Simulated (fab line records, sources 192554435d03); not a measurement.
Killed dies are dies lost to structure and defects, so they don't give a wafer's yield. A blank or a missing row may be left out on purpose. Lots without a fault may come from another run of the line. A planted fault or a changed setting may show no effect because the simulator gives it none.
fab line records | flow n5_finfet
record lots=24 wafers=72 last_day=17
route steps=1938 shown BEOL_M5@1131
lots that met no fault: from a run of the same line without faults
start_h: hours from the record's first day to the start of the lot's first wafer shown | wait_h: hours since the lot's step before | " the same as in the row above | L1.1+2: a row that stands for several wafers | - no value, or no start given | * or withheld: withheld | < > ~ a bound
route shown NAME@n: a module of which the file shows steps, and the number in the route of the first | usual: mean/standard deviation of fault-free wafers | same: alike in all rows | chamber/n: place in a boat | sites: the reading at each site | _std_site: their standard deviation | _edge_site: outer sites' mean less inner sites' | radius_mm: how far each site lies from the wafer's centre | mask NAME#n: copy n | behind: the tool/chamber that last shaped the wafer | hold: why the lot was held/for how many hours/how that ended | device: the transistor (n, p or np) that didn't switch | end of line: the same wafers' tests at the end of the route | a step without rows: its recipe alone | killed: dies lost to structure and defects at the first sort, not the wafer's yield | map: a wafer's dies, x killed, . not, _ none there
set.NAME: the setting as run; set.NAME@STEP: as run at that earlier step | model.NAME: the simulator's own value behind a step, which no gauge read
steps of the route over a sample of lots; a table a step, a row a wafer
services: from which hour (start_h, from the record's first day; less than 0 if before it) a tool's chamber was out of use, for how many hours, and why
## steps
# step N5_BEOL_M5_ETCH_61
# recipe chemistry=CF4 target=SiARC target_depth_a=156 mask_material=CAR-EUV time_s=26 ion_energy_ev=80 pressure_mtorr=40 source_w=545 bias_w=36 Ar_flow_sccm=100 cf4_flow_sccm=100 ends=cleared
# usual drypump_motor_current_A=5.5/0.44 etch_rf_on_time_s=25.6/0.73 oes_product_au=0.69/0.094 rf_vpp_V=184.2/1.2 showerhead_plenum_p_Torr=2.16/0.066 throttle_valve_pct=15.5/0.31
# columns lot.wafer tool chamber start_h wait_h drypump_motor_current_A etch_rf_on_time_s oes_product_au rf_hours_counter_h rf_vpp_V showerhead_plenum_p_Torr throttle_valve_pct
L074.1 rie_diel-01 2 162.46 0.0 5.4 26.6 0.62 173 185.2 2.13 15.8
L074.3 " 0 " " 5.3 24.7 0.74 72 185.5 2.25 15.5
L074.6 " 3 " " 5.7 25.2 0.61 - 184.8 2.22 15.7
L076.1 rie_diel-02 2 171.72 0.0 5.1 27.1 0.59 203 184.3 2.13 15.5
L076.4 " 0 " " 6.5 25.8 0.58 246 185.8 2.19 15.5
L076.6 " 2 " " 5.1 26.9 0.60 - 184.6 2.13 15.5
L075.1 rie_diel-01 3 174.42 0.0 5.7 25.2 0.60 192 183.0 2.22 15.7
L075.3 " 2 " " 5.4 26.3 0.61 177 183.9 2.13 15.8
L075.6 " 0 " " 5.3 25.1 0.73 - 185.9 2.25 15.5
L077.2 rie_diel-04 1 196.33 0.0 5.1 25.5 0.86 0 184.6 2.19 15.2
L077.3 " 0 " " 5.4 25.7 0.79 22 184.2 2.10 15.4
L077.5 " 2 " " 4.7 25.0 0.77 - 186.0 2.29 15.4
L079.2 rie_diel-01 2 198.94 0.0 5.4 26.0 0.61 185 183.9 2.13 15.8
L079.4 " 0 " " 5.4 24.9 0.72 84 185.7 2.24 15.5
L079.6 " 1 " " 6.0 24.4 0.86 - 183.0 2.10 15.0
L078.1 rie_diel-01 0 203.91 0.0 5.4 25.1 0.72 85 186.1 2.24 15.5
L078.2 " 2 " " 5.4 26.6 0.61 186 183.3 2.13 15.8
L078.5 " 2 " " 5.4 26.4 0.61 - 184.1 2.13 15.8
L081.3 rie_diel-04 2 204.77 0.0 4.7 25.0 0.77 31 187.3 2.28 15.4
L081.5 " 0 " " 5.4 25.5 0.79 - 182.1 2.10 15.4
L081.6 " 3 " " 5.9 26.1 0.60 - 182.4 2.03 16.0
L080.1 rie_diel-01 0 206.40 0.0 5.3 24.9 0.72 86 184.9 2.24 15.5
L080.4 " 3 " " 5.7 25.1 0.60 202 183.6 2.22 15.7
L080.5 " 1 " " 6.0 24.3 0.85 - 182.7 2.10 15.0
L082.1 rie_diel-01 0 206.79 0.0 5.4 25.0 0.72 86 185.6 2.24 15.5
L082.2 " 1 " " 6.0 24.6 0.85 8 184.1 2.10 15.0
L082.5 " 0 " " 5.4 25.1 0.71 - 186.0 2.24 15.5
L083.2 rie_diel-01 1 221.69 0.0 6.0 24.4 0.84 12 185.5 2.10 15.1
L083.3 " 0 " " 5.3 24.7 0.72 90 183.6 2.24 15.5
L083.4 " 2 " " 5.4 25.9 0.61 190 183.6 2.13 15.8
L084.1 rie_diel-01 3 224.80 0.0 5.7 25.4 0.59 207 184.1 2.22 15.7
L084.2 " 2 " " 5.4 26.3 0.61 192 184.1 2.12 15.8
L084.3 " 0 " " 5.4 24.9 0.71 91 184.7 2.24 15.5
L085.1 rie_diel-01 1 234.13 0.0 6.0 24.6 0.82 16 184.1 2.10 15.1
L085.2 " 0 " " 5.4 25.3 0.70 94 186.2 2.24 15.5
L085.3 " 2 " " 5.4 26.2 0.60 194 185.1 2.12 15.8
L086.1 rie_diel-02 3 244.70 0.0 5.0 25.9 0.71 63 183.2 2.10 15.7
L086.2 " 2 " " 5.1 27.1 0.59 228 184.2 2.12 15.6
L086.4 " 1 " " 5.6 25.3 0.62 - 185.0 2.23 15.9
L088.2 rie_diel-04 1 247.40 0.0 5.1 25.3 0.81 16 185.6 2.18 15.2
L088.3 " 0 " " 5.4 25.6 0.77 37 183.6 2.10 15.4
L088.5 " 0 " " 5.4 26.0 0.76 - 181.4 2.10 15.4
L087.1 rie_diel-01 2 251.40 0.0 5.4 26.4 0.59 200 183.2 2.12 15.8
L087.5 " 2 " " 5.4 26.2 0.60 - 184.3 2.12 15.8
L087.6 " 1 " " 5.9 24.6 0.82 - 184.8 2.09 15.1
L089.2 rie_diel-04 1 264.46 0.0 5.1 25.6 0.80 20 184.4 2.18 15.2
L089.5 " 3 " " 5.9 26.6 0.58 - 183.7 2.03 16.1
L089.6 " 2 " " 4.7 25.3 0.73 - 184.6 2.28 15.5
L090.1 rie_diel-01 3 266.76 0.0 5.7 25.6 0.59 220 184.3 2.21 15.7
L090.3 " 2 " " 5.4 26.4 0.60 204 184.8 2.12 15.8
L090.4 " 1 " " 6.0 24.5 0.81 26 183.8 2.09 15.1
L091.1 rie_diel-02 0 267.06 0.0 6.5 25.5 0.78 16 184.6 2.18 15.0
L091.2 " 2 " " 5.2 27.1 0.58 235 183.4 2.12 15.6
L091.6 " 2 " " 5.1 27.2 0.58 - 184.0 2.12 15.6
L092.1 rie_diel-02 2 270.29 0.0 5.1 27.6 0.57 236 182.0 2.12 15.6
L092.2 " 3 " " 4.9 26.0 0.70 71 184.2 2.10 15.7
L092.4 " 0 " " 6.5 26.0 0.77 - 184.1 2.18 15.0
L093.2 rie_diel-02 0 278.31 0.0 6.5 25.9 0.77 20 183.8 2.18 15.0
L093.5 " 1 " " 5.6 25.4 0.62 - 184.0 2.23 15.9
L093.6 " 2 " " 5.1 26.9 0.58 - 183.2 2.12 15.6
L094.3 rie_diel-02 1 287.21 0.0 5.6 25.5 0.62 190 185.4 2.23 15.9
L094.4 " 2 " " 5.1 26.9 0.58 242 184.0 2.11 15.6
L094.5 " 0 " " 6.5 25.7 0.77 - 183.4 2.18 15.0
L095.1 rie_diel-01 3 294.17 0.0 5.7 25.3 0.59 228 186.2 2.21 15.8
L095.2 " 1 " " 6.0 24.6 0.80 35 183.4 2.09 15.1
L095.6 " 3 " " 5.7 25.3 0.59 - 184.5 2.21 15.7
L096.1 rie_diel-02 1 310.43 0.0 5.6 25.7 0.61 198 182.3 2.22 15.9
L096.2 " 0 " " 6.5 25.8 0.75 30 183.8 2.17 15.0
L096.5 " 3 " " 4.9 26.0 0.70 - 184.2 2.09 15.7
L097.1 rie_diel-04 0 314.23 0.0 5.4 25.6 0.73 56 183.8 2.09 15.4
L097.2 " 2 " " 4.7 25.3 0.72 65 185.9 2.27 15.5
L097.5 " 0 " " 5.4 25.4 0.75 - 183.3 2.09 15.4
# step N5_BEOL_M5_ETCH_41
# recipe chemistry=CH3F/O2 target=SiCN target_depth_a=315 taper_deg=2 time_s=56.7 ion_energy_ev=120 mask_material=TiN pressure_mtorr=30 source_w=395 bias_w=75 Ar_flow_sccm=150 CH3F_flow_sccm=30 O2_flow_sccm=20
# usual drypump_motor_current_A=5.4/0.5 oes_product_au=0.81/0.1 rf_vpp_V=297.6/1.6 showerhead_plenum_p_Torr=2.02/0.071 throttle_valve_pct=16.24/0.26
# columns lot.wafer tool chamber start_h wait_h drypump_motor_current_A oes_product_au rf_hours_counter_h rf_vpp_V showerhead_plenum_p_Torr throttle_valve_pct
L074.1 rie_diel-01 0 - - 5.3 0.86 72 299.9 2.11 16.25
L074.3 " 3 " " 5.7 0.70 189 298.8 2.07 16.31
L074.6 " 2 " " 5.4 0.71 - 295.8 2.00 16.49
L076.1 rie_diel-02 3 - - 5.0 0.87 38 294.8 1.96 16.28
L076.4 " 0 " " 6.5 0.68 246 299.0 2.05 16.22
L076.6 " 2 " " 5.1 0.71 - 296.4 1.99 16.27
L075.1 rie_diel-02 1 - - 5.6 0.75 156 299.4 2.09 16.49
L075.3 " 3 " " 4.9 0.87 39 297.2 1.96 16.29
L075.6 " 2 " " 5.1 0.72 - 295.7 1.99 16.29
L077.2 rie_diel-04 2 - - 4.7 0.89 30 299.5 2.14 16.17
L077.3 " 3 " " 5.9 0.69 221 296.0 1.88 16.62
L077.5 " 2 " " 4.7 0.90 - 300.5 2.14 16.16
L079.2 rie_diel-02 0 - - 6.5 0.97 0 298.3 2.05 15.73
L079.4 " 3 " " 5.0 0.86 49 297.7 1.95 16.32
L079.6 " 0 " " 6.5 0.97 - 297.4 2.05 15.70
L078.1 rie_diel-01 3 - - 5.7 0.69 201 299.3 2.07 16.32
L078.2 " 0 " " 5.3 0.83 86 298.4 2.11 16.27
L078.5 " 0 " " 5.3 0.83 - 298.2 2.11 16.26
L081.3 rie_diel-04 0 - - 5.4 0.92 24 297.3 1.96 16.06
L081.5 " 0 " " 5.4 0.93 - 296.5 1.96 16.05
L081.6 " 3 " " 5.9 0.70 - 296.0 1.88 16.63
L080.1 rie_diel-02 0 - - 6.6 0.96 3 297.5 2.05 15.74
L080.4 " 1 " " 5.6 0.73 169 298.5 2.09 16.54
L080.5 " 0 " " 6.5 0.96 - 298.9 2.05 15.72
L082.1 rie_diel-01 2 - - 5.4 0.71 188 297.6 1.99 16.52
L082.2 " 1 " " 6.0 0.98 9 296.2 1.97 15.78
L082.5 " 1 " " 6.0 0.98 - 295.2 1.96 15.78
L083.2 rie_diel-02 0 - - 6.5 0.93 6 298.4 2.05 15.73
L083.3 " 1 " " 5.6 0.74 173 299.9 2.08 16.54
L083.4 " 2 " " 5.1 0.71 220 297.9 1.99 16.30
L084.1 rie_diel-01 0 - - 5.3 0.82 93 299.4 2.10 16.28
L084.2 " 3 " " 5.7 0.69 208 297.6 2.06 16.35
L084.3 " 2 " " 5.4 0.70 192 296.8 1.99 16.52
L085.1 rie_diel-04 1 - - 5.1 0.96 12 299.1 2.04 15.89
L085.2 " 2 " " 4.7 0.87 41 298.5 2.13 16.18
L085.3 " 3 " " 5.9 0.69 232 295.7 1.88 16.65
L086.1 rie_diel-02 1 - - 5.6 0.72 182 299.5 2.08 16.55
L086.2 " 3 " " 4.9 0.84 63 295.5 1.95 16.35
L086.4 " 1 " " 5.6 0.73 - 298.9 2.08 16.56
L088.2 rie_diel-02 1 - - 5.6 0.72 183 299.4 2.08 16.56
L088.3 " 3 " " 4.9 0.83 65 297.1 1.95 16.37
L088.5 " 3 " " 5.0 0.82 - 296.0 1.95 16.34
L087.1 rie_diel-02 1 - - 5.6 0.73 184 299.4 2.08 16.55
L087.5 " 3 " " 4.9 0.84 - 295.1 1.95 16.34
L087.6 " 0 " " 6.5 0.92 - 297.7 2.04 15.76
L089.2 rie_diel-02 2 - - 5.1 0.69 234 296.6 1.98 16.33
L089.5 " 3 " " 5.0 0.83 - 296.8 1.95 16.35
L089.6 " 0 " " 6.5 0.91 - 299.3 2.04 15.75
L091.1 rie_diel-04 3 - - 5.9 0.67 242 296.5 1.87 16.66
L091.2 " 1 " " 5.1 0.93 22 298.4 2.04 15.91
L091.6 " 2 " " 4.7 0.86 - 300.7 2.13 16.20
L090.1 rie_diel-01 1 - - 6.0 0.94 26 296.4 1.96 15.81
L090.3 " 3 " " 5.7 0.68 221 297.6 2.06 16.37
L090.4 " 0 " " 5.3 0.81 105 299.0 2.10 16.31
L092.1 rie_diel-04 3 - - 5.9 0.68 243 296.4 1.87 16.68
L092.2 " 0 " " 5.4 0.89 43 295.4 1.95 16.09
L092.4 " 1 " " 5.1 0.93 23 297.3 2.04 15.90
L093.2 rie_diel-04 2 - - 4.7 0.86 53 299.5 2.13 16.19
L093.5 " 1 " " 5.1 0.93 - 298.3 2.04 15.92
L093.6 " 2 " " 4.7 0.85 - 300.3 2.13 16.21
L094.3 rie_diel-01 1 - - 6.0 0.93 33 296.4 1.96 15.82
L094.4 " 0 " " 5.3 0.80 110 299.6 2.10 16.31
L094.5 " 3 " " 5.7 0.68 - 297.7 2.06 16.37
L095.1 rie_diel-01 2 - - 5.4 0.69 214 296.8 1.98 16.56
L095.2 " 0 " " 5.3 0.80 112 300.5 2.10 16.33
L095.6 " 0 " " 5.3 0.79 - 300.6 2.10 16.33
L096.1 rie_diel-04 0 - - 5.4 0.86 56 294.2 1.95 16.11
L096.2 " 2 " " 4.7 0.84 65 299.8 2.13 16.22
L096.5 " 2 " " 4.7 0.84 - 299.0 2.13 16.23
L097.1 rie_diel-02 3 - - 5.0 0.82 87 293.8 1.94 16.41
L097.2 " 1 " " 5.6 0.72 200 299.5 2.07 16.58
L097.5 " 3 " " 4.9 0.81 - 295.6 1.94 16.40
# step N5_BEOL_M5_STRIP_91
# recipe chemistry=N2/H2 time_s=10 power_w=450 temp_c=40 pressure_mtorr=20 rf_frequency_hz=6e+07 bias_power_w=7 n2_flow_sccm=200 h2_flow_sccm=200
# usual drypump_motor_current_A=5.4/0.5 oes_product_au=0.81/0.098 rf_vpp_V=59.3/0.93 showerhead_plenum_p_Torr=2.56/0.088 throttle_valve_pct=23.55/0.28
# columns lot.wafer tool chamber start_h wait_h drypump_motor_current_A oes_product_au rf_hours_counter_h rf_vpp_V showerhead_plenum_p_Torr throttle_valve_pct
L074.1 rie_diel-01 0 - - 5.3 0.84 72 59.7 2.68 23.57
L074.3 " 3 " " 5.8 0.71 189 59.1 2.62 23.30
L074.6 " 2 " " 5.4 0.71 - 57.6 2.55 23.93
L076.1 rie_diel-02 3 - - 5.0 0.88 38 59.5 2.48 23.87
L076.4 " 0 " " 6.5 0.69 246 58.0 2.61 23.72
L076.6 " 2 " " 5.1 0.72 - 58.6 2.53 23.62
L075.1 rie_diel-02 1 - - 5.6 0.76 156 59.5 2.62 23.43
L075.3 " 3 " " 5.0 0.88 39 59.8 2.48 23.86
L075.6 " 2 " " 5.1 0.72 - 58.2 2.53 23.62
L077.2 rie_diel-04 2 - - 4.8 0.89 30 59.3 2.71 23.59
L077.3 " 3 " " 5.9 0.70 221 58.1 2.40 23.79
L077.5 " 2 " " 4.7 0.90 - 59.3 2.71 23.60
L079.2 rie_diel-02 0 - - 6.5 1.00 0 58.6 2.61 23.25
L079.4 " 3 " " 4.9 0.86 49 58.5 2.48 23.88
L079.6 " 0 " " 6.5 0.99 - 60.2 2.61 23.24
L078.1 rie_diel-01 3 - - 5.7 0.70 201 60.0 2.61 23.32
L078.2 " 0 " " 5.3 0.82 86 60.1 2.68 23.61
L078.5 " 0 " " 5.3 0.82 - 59.9 2.68 23.60
L081.3 rie_diel-04 0 - - 5.4 0.91 24 59.7 2.48 23.41
L081.5 " 0 " " 5.4 0.92 - 58.8 2.48 23.40
L081.6 " 3 " " 5.9 0.70 - 58.8 2.39 23.80
L080.1 rie_diel-02 0 - - 6.5 0.97 3 60.8 2.61 23.24
L080.4 " 1 " " 5.6 0.74 169 60.1 2.61 23.44
L080.5 " 0 " " 6.5 0.96 - 60.6 2.61 23.24
L082.1 rie_diel-01 2 - - 5.5 0.71 188 60.6 2.54 23.95
L082.2 " 1 " " 6.0 0.97 9 58.2 2.47 22.77
L082.5 " 1 " " 6.0 0.97 - 59.7 2.47 22.77
L083.2 rie_diel-02 0 - - 6.5 0.94 6 59.0 2.60 23.25
L083.3 " 1 " " 5.6 0.73 173 59.3 2.61 23.44
L083.4 " 2 " " 5.1 0.71 220 59.8 2.53 23.63
L084.1 rie_diel-01 0 - - 5.3 0.82 93 59.9 2.67 23.60
L084.2 " 3 " " 5.7 0.69 208 60.7 2.61 23.35
L084.3 " 2 " " 5.4 0.71 192 60.5 2.54 23.96
L085.1 rie_diel-04 1 - - 5.1 0.96 12 60.5 2.60 23.43
L085.2 " 2 " " 4.7 0.88 41 60.5 2.71 23.61
L085.3 " 3 " " 5.9 0.69 232 57.7 2.39 23.80
L086.1 rie_diel-02 1 - - 5.6 0.74 182 57.4 2.61 23.45
L086.2 " 3 " " 4.9 0.85 64 57.3 2.47 23.91
L086.4 " 1 " " 5.6 0.74 - 60.8 2.61 23.44
L088.2 rie_diel-02 1 - - 5.6 0.73 183 58.0 2.61 23.46
L088.3 " 3 " " 5.0 0.84 65 57.9 2.47 23.89
L088.5 " 3 " " 5.0 0.84 - 58.3 2.47 23.90
L087.1 rie_diel-02 1 - - 5.6 0.73 184 61.5 2.61 23.46
L087.5 " 3 " " 5.0 0.83 - 59.6 2.47 23.90
L087.6 " 0 " " 6.5 0.93 - 59.4 2.60 23.25
L089.2 rie_diel-02 2 - - 5.1 0.70 234 59.6 2.52 23.65
L089.5 " 3 " " 5.0 0.84 - 59.8 2.47 23.90
L089.6 " 0 " " 6.5 0.91 - 59.3 2.60 23.26
L091.1 rie_diel-04 3 - - 5.9 0.68 242 58.2 2.39 23.82
L091.2 " 1 " " 5.1 0.94 22 60.3 2.60 23.43
L091.6 " 2 " " 4.7 0.86 - 58.0 2.70 23.63
L090.1 rie_diel-01 1 - - 6.0 0.93 26 57.0 2.46 22.79
L090.3 " 3 " " 5.7 0.69 221 60.2 2.60 23.36
L090.4 " 0 " " 5.3 0.80 105 60.6 2.67 23.63
L092.1 rie_diel-04 3 - - 6.0 0.68 243 59.5 2.39 23.82
L092.2 " 0 " " 5.4 0.88 43 58.9 2.47 23.43
L092.4 " 1 " " 5.1 0.94 23 59.9 2.60 23.44
L093.2 rie_diel-04 2 - - 4.7 0.86 53 59.6 2.70 23.63
L093.5 " 1 " " 5.1 0.93 - 58.1 2.60 23.44
L093.6 " 2 " " 4.8 0.84 - 59.0 2.70 23.62
L094.3 rie_diel-01 1 - - 6.0 0.91 33 59.8 2.46 22.79
L094.4 " 0 " " 5.4 0.79 110 59.4 2.66 23.62
L094.5 " 3 " " 5.7 0.68 - 59.9 2.60 23.36
L095.1 rie_diel-01 2 - - 5.4 0.69 214 59.6 2.53 23.99
L095.2 " 0 " " 5.3 0.79 112 58.4 2.66 23.63
L095.6 " 0 " " 5.3 0.79 - 59.6 2.66 23.63
L096.1 rie_diel-04 0 - - 5.4 0.87 56 60.3 2.47 23.45
L096.2 " 2 " " 4.7 0.84 65 58.6 2.70 23.65
L096.5 " 2 " " 4.7 0.84 - 60.8 2.70 23.65
L097.1 rie_diel-02 3 - - 5.0 0.82 87 58.5 2.46 23.94
L097.2 " 1 " " 5.6 0.72 200 59.4 2.60 23.48
L097.5 " 3 " " 5.0 0.82 - 59.9 2.46 23.92
# step N5_BEOL_M5_CURE_80
# recipe temp_c=370 time_s=120 ambient=DMADMS/He material=SiCOH_lowk
# usual lamp_power_pct=52.32/0.056 wafer_temp_C_max=371.8/0.6
# columns lot.wafer tool chamber start_h wait_h lamp_power_pct wafer_temp_C_max
L074.1 uv_cure-03 1 163.89 0.0 52.38 373.0
L074.3 " 1 " " 52.26 372.4
L074.6 " 1 " " 52.35 372.0
L076.1 uv_cure-02 0 173.84 0.0 52.35 371.6
L076.4 " 0 " " 52.21 371.3
L076.6 " 0 " " 52.35 371.2
L075.1 uv_cure-02 1 175.97 0.0 52.29 373.1
L075.3 " 1 " " 52.26 372.4
L075.6 " 1 " " 52.39 372.5
L077.2 uv_cure-03 0 197.99 0.1 52.34 371.0
L077.3 " 0 " " 52.34 370.9
L077.5 " 0 " " 52.38 371.3
L079.2 uv_cure-02 0 203.20 0.1 52.36 372.2
L079.4 " 0 " " 52.34 372.3
L079.6 " 0 " " 52.39 372.0
L078.1 uv_cure-02 2 205.36 0.0 52.35 371.9
L078.2 " 2 " " 52.25 371.9
L078.5 " 2 " " 52.35 373.0
L081.3 uv_cure-02 2 206.30 0.1 52.27 372.0
L081.5 " 2 " " 52.41 372.9
L081.6 " 2 " " 52.36 371.6
L080.1 uv_cure-02 2 209.85 0.0 52.37 372.3
L080.4 " 2 " " 52.39 372.1
L080.5 " 2 " " 52.29 372.1
L082.1 uv_cure-02 0 210.34 0.0 52.31 372.4
L082.2 " 0 " " 52.23 372.2
L082.5 " 0 " " 52.37 372.0
L083.2 uv_cure-03 0 223.38 0.1 52.30 371.2
L083.3 " 0 " " 52.32 371.7
L083.4 " 0 " " 52.27 371.1
L084.1 uv_cure-02 1 227.15 0.0 52.33 373.1
L084.2 " 1 " " 52.35 373.1
L084.3 " 1 " " 52.23 373.7
L085.1 uv_cure-02 0 235.56 0.0 52.29 371.6
L085.2 " 0 " " 52.29 371.8
L085.3 " 0 " " 52.32 371.6
L086.1 uv_cure-02 2 246.53 0.0 52.19 371.7
L086.2 " 2 " " 52.33 372.3
L086.4 " 2 " " 52.28 371.8
L088.2 uv_cure-03 2 250.71 0.1 52.34 371.1
L088.3 " 2 " " 52.32 371.9
L088.5 " 2 " " 52.34 370.9
L087.1 uv_cure-03 1 254.23 0.2 52.41 371.9
L087.5 " 1 " " 52.23 372.6
L087.6 " 1 " " 52.23 371.9
L089.2 uv_cure-02 2 266.52 0.1 52.33 371.8
L089.5 " 2 " " 52.35 372.2
L089.6 " 2 " " 52.29 372.2
L091.1 uv_cure-03 2 270.03 0.0 52.37 371.4
L091.2 " 2 " " 52.28 371.6
L091.6 " 2 " " 52.28 371.7
L090.1 uv_cure-01 0 270.46 0.0 52.34 371.5
L090.3 " 0 " " 52.24 371.3
L090.4 " 0 " " 52.25 371.4
L092.1 uv_cure-03 2 273.20 0.0 52.26 371.2
L092.2 " 2 " " 52.33 371.4
L092.4 " 2 " " 52.36 371.5
L093.2 uv_cure-03 2 281.29 0.1 52.28 371.4
L093.5 " 2 " " 52.25 371.3
L093.6 " 2 " " 52.24 371.4
L094.3 uv_cure-03 1 289.28 0.1 52.22 371.6
L094.4 " 1 " " 52.36 372.3
L094.5 " 1 " " 52.29 372.6
L095.1 uv_cure-03 0 295.72 0.0 52.42 370.9
L095.2 " 0 " " 52.31 370.9
L095.6 " 0 " " 52.40 371.0
L096.1 uv_cure-02 0 313.87 0.0 52.31 371.9
L096.2 " 0 " " 52.35 371.8
L096.5 " 0 " " 52.24 371.6
L097.1 uv_cure-02 0 315.94 0.0 52.26 372.3
L097.2 " 0 " " 52.27 371.9
L097.5 " 0 " " 52.30 372.2
# step N5_BEOL_M5_PRE_CLEAN_45
# recipe gas=H2/He time_s=30 temp_c=250
# usual heater_power_w=355/51
# columns lot.wafer tool chamber start_h wait_h heater_power_w
L074.1 pvd_sputter-03 - 166.16 0.0 375
L074.3 " - " " 312
L074.6 " - " " 270
L076.1 pvd_sputter-01 - 174.26 0.0 422
L076.4 " - " " 343
L076.6 " - " " 335
L075.1 pvd_sputter-03 - 176.41 0.0 371
L075.3 " - " " 313
L075.6 " - " " 391
L077.2 pvd_sputter-01 - 198.52 0.0 411
L077.3 " - " " 353
L077.5 " - " " 355
L079.2 pvd_sputter-03 - 203.54 0.0 313
L079.4 " - " " 379
L079.6 " - " " 384
L078.1 pvd_sputter-02 - 205.80 0.0 373
L078.2 " - " " 357
L078.5 " - " " 303
L081.3 pvd_sputter-02 - 206.56 0.0 311
L081.5 " - " " 301
L081.6 " - " " 359
L080.1 pvd_sputter-02 - 210.66 0.0 369
L080.4 " - " " 455
L080.5 " - " " 357
L082.1 pvd_sputter-01 - 210.88 0.0 360
L082.2 " - " " 435
L082.5 " - " " 347
L083.2 pvd_sputter-03 - 223.86 0.0 312
L083.3 " - " " 278
L083.4 " - " " 390
L084.1 pvd_sputter-03 - 227.56 0.0 378
L084.2 " - " " 380
L084.3 " - " " 325
L085.1 pvd_sputter-01 - 236.00 0.0 418
L085.2 " - " " 340
L085.3 " - " " 426
L086.1 pvd_sputter-03 - 247.08 0.0 269
L086.2 " - " " 379
L086.4 " - " " 314
L088.2 pvd_sputter-03 - 251.14 0.0 388
L088.3 " - " " 392
L088.5 " - " " 310
L087.1 pvd_sputter-02 - 254.60 0.0 470
L087.5 " - " " 366
L087.6 " - " " 361
L089.2 pvd_sputter-02 - 267.27 0.0 370
L089.5 " - " " 366
L089.6 " - " " 448
L091.1 pvd_sputter-01 - 272.56 0.0 366
L091.2 " - " " 337
L091.6 " - " " 431
L090.1 pvd_sputter-03 - 272.62 0.0 387
L090.3 " - " " 316
L090.4 " - " " 383
L092.1 pvd_sputter-03 - 274.22 0.0 281
L092.2 " - " " 385
L092.4 " - " " 386
L093.2 pvd_sputter-02 - 281.61 0.0 451
L093.5 " - " " 305
L093.6 " - " " 351
L094.3 pvd_sputter-03 - 289.89 0.0 387
L094.4 " - " " 383
L094.5 " - " " 387
L095.1 pvd_sputter-03 - 296.09 0.0 373
L095.2 " - " " 275
L095.6 " - " " 384
L096.1 pvd_sputter-03 - 315.07 0.0 380
L096.2 " - " " 389
L096.5 " - " " 375
L097.1 pvd_sputter-02 - 316.77 0.0 321
L097.2 " - " " 459
L097.5 " - " " 372
# step N5_BEOL_M5_RS_MEAS_57
# recipe thk_meas_gauge=four-point-probe reads=Co_of_BEOL_M5_CO_CAP_78+Cu_of_BEOL_M5_ECD_50+Co_of_BEOL_M5_CVD_47+TaN_of_BEOL_M5_ALD_86
# usual M5_RS=0.382/0.013
# columns lot.wafer tool chamber start_h wait_h M5_RS[ohm/sq]
L074.1 film_metro-01 - 172.84 0.0 0.349
L074.3 " - " " 0.377
L074.6 " - " " 0.391
L076.1 film_metro-02 - 180.30 0.0 0.388
L076.4 " - " " 0.392
L076.6 " - " " 0.400
L075.1 film_metro-01 - 183.24 0.0 0.381
L075.3 " - " " 0.387
L075.6 " - " " 0.392
L077.2 film_metro-01 - 204.75 0.1 0.381
L077.3 " - " " 0.395
L077.5 " - " " 0.372
L079.2 film_metro-02 - 209.95 0.1 0.381
L079.4 " - " " 0.376
L079.6 " - " " 0.390
L078.1 film_metro-01 - 211.84 0.1 0.368
L078.2 " - " " 0.388
L078.5 " - " " 0.361
L081.3 film_metro-02 - 214.35 0.1 0.375
L081.5 " - " " 0.373
L081.6 " - " " 0.402
L080.1 film_metro-02 - 218.08 0.1 0.394
L080.4 " - " " 0.392
L080.5 " - " " 0.382
L082.1 film_metro-01 - 218.21 0.1 0.395
L082.2 " - " " 0.381
L082.5 " - " " 0.376
L083.2 film_metro-02 - 230.01 0.1 0.388
L083.3 " - " " 0.377
L083.4 " - " " 0.401
L084.1 film_metro-02 - 233.81 0.0 0.383
L084.2 " - " " 0.383
L084.3 " - " " 0.403
L085.1 film_metro-01 - 243.40 0.0 0.366
L085.2 " - " " 0.376
L085.3 " - " " 0.394
L086.1 film_metro-01 - 253.03 0.1 0.378
L086.2 " - " " 0.385
L086.4 " - " " 0.395
L088.2 film_metro-01 - 257.22 0.1 0.379
L088.3 " - " " 0.406
L088.5 " - " " 0.374
L087.1 film_metro-01 - 261.32 0.0 0.362
L087.5 " - " " 0.370
L087.6 " - " " 0.364
L089.2 film_metro-02 - 273.49 0.1 0.378
L089.5 " - " " 0.391
L089.6 " - " " 0.376
L091.1 film_metro-02 - 278.52 0.0 0.407
L091.2 " - " " 0.361
L091.6 " - " " 0.385
L090.1 film_metro-01 - 278.60 0.0 0.365
L090.3 " - " " 0.383
L090.4 " - " " 0.380
L092.1 film_metro-02 - 280.56 0.0 0.396
L092.2 " - " " 0.381
L092.4 " - " " 0.368
L093.2 film_metro-02 - 287.85 0.1 0.376
L093.5 " - " " 0.371
L093.6 " - " " 0.368
L094.3 film_metro-02 - 295.84 0.1 0.369
L094.4 " - " " 0.373
L094.5 " - " " 0.370
L095.1 film_metro-01 - 302.01 0.0 0.394
L095.2 " - " " 0.383
L095.6 " - " " 0.374
L096.1 film_metro-02 - 321.17 0.0 0.377
L096.2 " - " " 0.390
L096.5 " - " " 0.386
L097.1 film_metro-01 - 322.79 0.0 0.398
L097.2 " - " " 0.390
L097.5 " - " " 0.375
## services
# columns tool chamber start_h hours kind
rie_diel-01 1 151.64 - clean
rie_diel-01 1 151.64 - consumable_replace:focus_ring
rie_diel-01 1 151.64 17.7 scheduled_down
rie_diel-01 1 151.64 17.7 vent_cycle
rie_diel-04 1 178.16 - clean
rie_diel-02 0 185.57 - clean
rie_diel-02 0 185.57 - consumable_replace:focus_ring
rie_diel-02 0 185.57 15.5 scheduled_down
rie_diel-02 0 185.57 15.5 vent_cycle
rie_diel-01 1 187.31 5.4 repair
uv_cure-03 - 209.53 7.5 pm
uv_cure-02 - 211.26 0.3 repair
rie_diel-02 0 227.10 2.8 repair
uv_cure-03 - 233.15 0.6 repair
uv_cure-01 - 236.00 1.0 pm
uv_cure-01 - 249.12 2.1 pm
rie_diel-02 1 264.14 12.0 repair
uv_cure-03 - 267.64 2.1 pm
pvd_sputter-01 - 290.79 0.8 repair
pvd_sputter-01 - 294.87 7.9 repair
rie_diel-02 2 311.35 - clean
rie_diel-02 2 311.35 - consumable_replace:focus_ring
rie_diel-02 2 311.35 23.3 scheduled_down
rie_diel-02 2 311.35 23.3 vent_cycle
## key
fault none
